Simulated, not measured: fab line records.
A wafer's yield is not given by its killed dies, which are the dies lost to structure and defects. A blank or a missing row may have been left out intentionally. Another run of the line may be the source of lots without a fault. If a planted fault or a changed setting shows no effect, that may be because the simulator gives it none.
Chamber matching / flow n5Finfet / N5_BEOL_M13_DESCUM_15 on rieDiel-05: 4 sister chambers
The step chemistry O2, time 7.9 s. 20 wafers are shown with their chamber, then 10 later ones without.

WAFERS PAIRED WITH THEIR CHAMBERS
wafer=L074.2; chamber=3; drypumpMotorCurrentA (A)=4.7; throttleValvePct (%)=20.50; showerheadPlenumPTorr (Torr)=2.08
wafer=L074.3; chamber=2; drypumpMotorCurrentA (A)=6.3; throttleValvePct (%)=20.78; showerheadPlenumPTorr (Torr)=2.10
wafer=L074.6; chamber=1; drypumpMotorCurrentA (A)=5.2; throttleValvePct (%)=20.80; showerheadPlenumPTorr (Torr)=2.07
wafer=L076.1; chamber=1; drypumpMotorCurrentA (A)=5.2; throttleValvePct (%)=20.81; showerheadPlenumPTorr (Torr)=2.07
wafer=L076.3; chamber=3; drypumpMotorCurrentA (A)=4.7; throttleValvePct (%)=20.49; showerheadPlenumPTorr (Torr)=2.08
wafer=L076.5; chamber=3; drypumpMotorCurrentA (A)=4.7; throttleValvePct (%)=20.48; showerheadPlenumPTorr (Torr)=2.08
wafer=L082.1; chamber=0; drypumpMotorCurrentA (A)=5.8; throttleValvePct (%)=20.44; showerheadPlenumPTorr (Torr)=2.02
wafer=L082.2; chamber=3; drypumpMotorCurrentA (A)=4.7; throttleValvePct (%)=20.50; showerheadPlenumPTorr (Torr)=2.07
wafer=L082.5; chamber=2; drypumpMotorCurrentA (A)=6.3; throttleValvePct (%)=20.83; showerheadPlenumPTorr (Torr)=2.09
wafer=L080.1; chamber=2; drypumpMotorCurrentA (A)=6.3; throttleValvePct (%)=20.81; showerheadPlenumPTorr (Torr)=2.09
wafer=L080.4; chamber=3; drypumpMotorCurrentA (A)=4.7; throttleValvePct (%)=20.49; showerheadPlenumPTorr (Torr)=2.07
wafer=L080.5; chamber=3; drypumpMotorCurrentA (A)=4.7; throttleValvePct (%)=20.51; showerheadPlenumPTorr (Torr)=2.07
wafer=L081.1; chamber=0; drypumpMotorCurrentA (A)=5.9; throttleValvePct (%)=20.45; showerheadPlenumPTorr (Torr)=2.01
wafer=L081.4; chamber=2; drypumpMotorCurrentA (A)=6.3; throttleValvePct (%)=20.81; showerheadPlenumPTorr (Torr)=2.09
wafer=L081.5; chamber=1; drypumpMotorCurrentA (A)=5.2; throttleValvePct (%)=20.82; showerheadPlenumPTorr (Torr)=2.07
wafer=L084.2; chamber=1; drypumpMotorCurrentA (A)=5.2; throttleValvePct (%)=20.83; showerheadPlenumPTorr (Torr)=2.07
wafer=L084.3; chamber=2; drypumpMotorCurrentA (A)=6.4; throttleValvePct (%)=20.82; showerheadPlenumPTorr (Torr)=2.09
wafer=L084.5; chamber=3; drypumpMotorCurrentA (A)=4.7; throttleValvePct (%)=20.52; showerheadPlenumPTorr (Torr)=2.07
wafer=L088.1; chamber=3; drypumpMotorCurrentA (A)=4.7; throttleValvePct (%)=20.53; showerheadPlenumPTorr (Torr)=2.07
wafer=L088.2; chamber=2; drypumpMotorCurrentA (A)=6.4; throttleValvePct (%)=20.83; showerheadPlenumPTorr (Torr)=2.08

SIGNATURES, as means of the wafers listed above
reading=drypumpMotorCurrentA; chamber 0=5.850; chamber 1=5.200; chamber 2=6.333; chamber 3=4.700; scatter within a chamber=0.0339
reading=throttleValvePct; chamber 0=20.4450; chamber 1=20.8150; chamber 2=20.8133; chamber 3=20.5025; scatter within a chamber=0.0163
reading=showerheadPlenumPTorr; chamber 0=2.0150; chamber 1=2.0700; chamber 2=2.0900; chamber 3=2.0737; scatter within a chamber=0.00523
Rule: for a wafer and a chamber, the distance is found by dividing, reading by reading, the gap between the wafer's reading and the chamber's mean by the reading's scatter, squaring, summing and taking the root. The wafer belongs to the nearest chamber; if the next one is less than 2 further off, it can't be placed. How the scatter is found: for the shown wafers, subtract from each reading the mean of its chamber, square and add these, divide the total by (wafers less chambers), then take the root.

WAFERS MISSING THEIR CHAMBER
wafer=L088.4; drypumpMotorCurrentA (A)=5.9; throttleValvePct (%)=20.48; showerheadPlenumPTorr (Torr)=2.01
wafer=L093.1; drypumpMotorCurrentA (A)=5.2; throttleValvePct (%)=20.87; showerheadPlenumPTorr (Torr)=2.06
wafer=L093.3; drypumpMotorCurrentA (A)=6.3; throttleValvePct (%)=20.84; showerheadPlenumPTorr (Torr)=2.08
wafer=L093.5; drypumpMotorCurrentA (A)=4.7; throttleValvePct (%)=20.55; showerheadPlenumPTorr (Torr)=2.06
wafer=L091.1; drypumpMotorCurrentA (A)=4.7; throttleValvePct (%)=20.55; showerheadPlenumPTorr (Torr)=2.06
wafer=L091.2; drypumpMotorCurrentA (A)=5.9; throttleValvePct (%)=20.50; showerheadPlenumPTorr (Torr)=2.01
wafer=L091.4; drypumpMotorCurrentA (A)=5.2; throttleValvePct (%)=20.87; showerheadPlenumPTorr (Torr)=2.06
wafer=L097.3; drypumpMotorCurrentA (A)=5.2; throttleValvePct (%)=20.88; showerheadPlenumPTorr (Torr)=2.06
wafer=L097.5; drypumpMotorCurrentA (A)=6.3; throttleValvePct (%)=20.83; showerheadPlenumPTorr (Torr)=2.08
wafer=L097.6; drypumpMotorCurrentA (A)=5.2; throttleValvePct (%)=20.88; showerheadPlenumPTorr (Torr)=2.06

WHICH CHAMBER EACH ONE RAN IN
wafer=L088.4; from the rows above=0; in truth=0
wafer=L093.1; from the rows above=1; in truth=1
wafer=L093.3; from the rows above=2; in truth=2
wafer=L093.5; from the rows above=3; in truth=3
wafer=L091.1; from the rows above=3; in truth=3
wafer=L091.2; from the rows above=0; in truth=0
wafer=L091.4; from the rows above=1; in truth=1
wafer=L097.3; from the rows above=1; in truth=1
wafer=L097.5; from the rows above=2; in truth=2
wafer=L097.6; from the rows above=1; in truth=1
10 of 10 placed correctly. Left unplaced by these rows: 0. Number placed wrongly: 0.
